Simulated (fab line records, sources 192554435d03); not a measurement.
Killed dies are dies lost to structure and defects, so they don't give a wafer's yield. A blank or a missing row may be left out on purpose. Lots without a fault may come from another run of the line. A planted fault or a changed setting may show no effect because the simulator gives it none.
Split-lot experiment | flow n5_finfet | 7 lots, 21 wafers read, on a route of 1938 steps

THE SPLIT
At N5_BEOL_M5_TRENCH_ETCH_37 (etches SiCOH lowk in C4F6/O2, target depth 71.652 nm, time 24.7 s), the setting time_s was moved away from the recipe's 24.7 s on 7 of the 21 wafers read, by -7.9% to +19.5%. The other wafers ran this setting at the recipe's value.

The reading is taken at the split's own step.

THE READING
BEOL_M5.feature_depth_nm (the simulator's own value, which no gauge read), in nm, at N5_BEOL_M5_TRENCH_ETCH_37 (etches SiCOH lowk in C4F6/O2, target depth 71.652 nm, time 24.7 s). The file gives no usual value for it. The 14 wafers here that ran the recipe average 71.8 nm, standard deviation 0.83 nm.

wafer  | tool, chamber at the split | time_s as run, s | against the recipe | BEOL_M5.feature_depth_nm, nm | against lot-mates on the recipe
L074.2 | rie_diel-06, 0             | 24.7             | recipe             | 72.6                         | -
L074.3 | rie_diel-06, 1             | 24.7             | recipe             | 72.8                         | -
L074.4 | rie_diel-06, 1             | 24.7             | recipe             | 73                           | -
L077.3 | rie_diel-03, 1             | 28.58            | +15.7%             | 82.2                         | +10.4
L077.4 | rie_diel-03, 2             | 24.7             | recipe             | 71.8                         | -
L077.6 | rie_diel-03, 2             | 24.7             | recipe             | 71.8                         | -
L080.1 | rie_diel-03, 1             | 24.7             | recipe             | 71.2                         | -
L080.3 | rie_diel-03, 2             | 29.51            | +19.5%             | 84.6                         | +13.4
L080.5 | rie_diel-03, 2             | 29.51            | +19.5%             | 84.6                         | +13.4
L082.1 | rie_diel-03, 2             | 28.24            | +14.3%             | 81.6                         | +10.5
L082.2 | rie_diel-03, 0             | 24.7             | recipe             | 70.8                         | -
L082.3 | rie_diel-03, 1             | 24.7             | recipe             | 71.4                         | -
L087.2 | rie_diel-01, 0             | 24.7             | recipe             | 71.2                         | -
L087.5 | rie_diel-01, 2             | 24.7             | recipe             | 71.4                         | -
L087.6 | rie_diel-01, 1             | 24.7             | recipe             | 73.2                         | -
L095.2 | rie_diel-01, 3             | 24.7             | recipe             | 72.6                         | -
L095.4 | rie_diel-01, 0             | 22.76            | -7.9%              | 66.2                         | -6.4
L095.5 | rie_diel-01, 3             | 22.76            | -7.9%              | 67.4                         | -5.2
L096.2 | rie_diel-03, 0             | 28.95            | +17.2%             | 83.4                         | +12.6
L096.4 | rie_diel-03, 1             | 24.7             | recipe             | 70.8                         | -
L096.6 | rie_diel-03, 1             | 24.7             | recipe             | 70.8                         | -

THE FIT
A straight line over all 21 wafers: BEOL_M5.feature_depth_nm changes by +0.661 nm for each +1% of time_s; r = +0.99; the points scatter about the line by 0.75 nm.
The same after taking each lot's own level away (the mean of its wafers on the recipe; 21 wafers): +0.703 nm for each +1%; r = +1.00; scatter 0.49 nm.
On that fit, the largest move of time_s shifts the reading by 14 nm.
The lots' own levels span 70.80 to 72.80 nm, that is 2.4 times the standard deviation above.
So the lot-to-lot level changes the slope little: the two slopes agree.
Check: with one of the wafers moved furthest among these (+19.5%) left out of the fit, the line predicts +13.7 nm for it against its lot-mates. It came out at +13.4 nm against them.

OTHER SPLITS ON THESE WAFERS
These wafers also went through other splits before the reading. Each is held against what the fit with the lots' levels taken away leaves over:
other split on the same wafers   | wafers away from the commonest value | r with BEOL_M5.feature_depth_nm (lot level and that fit taken away)
N5_BEOL_M0_ETCH_138 source_w     | 6                                    | -0.10
N5_BEOL_M0_ETCH_128 source_w     | 7                                    | +0.23
N5_BEOL_M1_COAT_68 spin_rpm      | 10                                   | +0.49
N5_BEOL_M1_ETCH_77 source_w      | 7                                    | +0.01
N5_BEOL_M3_ILD_DEP_00 time_s     | 8                                    | +0.02
N5_BEOL_M3_COAT_05 spin_rpm      | 9                                    | +0.16
N5_BEOL_M4_TRENCH_ETCH_37 bias_w | 5                                    | -0.08

THE WHOLE CHAIN: every reading that the file lists as answering this split, in the file's order
step                      | what it does                                                      | reading                                                                   | change (the file's fit)               | r (the file's)
N5_BEOL_M5_TRENCH_ETCH_37 | etches SiCOH lowk in C4F6/O2, target depth 71.652 nm, time 24.7 s | etch.depth_nm (the simulator's own value, which no gauge read)            | +0.704 nm for each +1% of the setting | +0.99
N5_BEOL_M5_TRENCH_ETCH_37 | etches SiCOH lowk in C4F6/O2, target depth 71.652 nm, time 24.7 s | BEOL_M5.feature_depth_nm (the simulator's own value, which no gauge read) | +0.704 nm for each +1% of the setting | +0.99

THE FILE'S OWN FIT
BEOL_M5.feature_depth_nm changes by +0.704 nm for each +1% of time_s, r = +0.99.
